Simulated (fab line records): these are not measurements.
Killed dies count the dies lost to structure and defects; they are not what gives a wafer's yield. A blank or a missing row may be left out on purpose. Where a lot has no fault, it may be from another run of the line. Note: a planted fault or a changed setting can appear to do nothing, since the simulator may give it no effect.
Chamber matching	flow nand-harc	NHARC_A_STAIRCASE_DEP_417 on pecvd-02 has 3 sister chambers
The step deposits Si3N4, target thk 60 nm. 6 wafers are shown with their chamber, then 7 later ones without.

WAFERS, EACH WITH ITS CHAMBER
wafer	chamber	heater-power-w (W)
L079.3	2	901
L086.5	0	807
L085.4	1	756
L085.5	0	801
L087.3	2	862
L087.5	1	691

WAFERS WHOSE CHAMBER IS MISSING
wafer	heater-power-w (W)
L087.6	838
L090.2	742
L090.3	826
L090.6	761
L094.1	879
L094.2	751
L094.5	753

WHICH CHAMBER EACH ONE RAN IN
wafer	from the rows above	in truth
L087.6	can't be placed: 0 or 2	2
L090.2	can't be placed: 1 or 0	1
L090.3	can't be placed: 0 or 2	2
L090.6	can't be placed: 1 or 0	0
L094.1	2	2
L094.2	can't be placed: 1 or 0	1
L094.5	can't be placed: 1 or 0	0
Correct placement for 1 of the 7. Can't be placed from these rows: 6 (the true chamber is among the candidates in 6). Placed wrongly: 0.
How it was worked out, from the rows above alone: a wafer's distance from a chamber is the root of the sum, over the readings, of the square of ((its reading less the chamber's mean) divided by the reading's scatter). The wafer belongs to the nearest chamber; if the next one is less than 2 further off, it can't be placed. Each chamber's mean is taken over the wafers shown for it. The scatter: take each reading less its chamber's mean, square it, sum over the shown wafers, divide by the number of wafers less the number of chambers, and take the root.
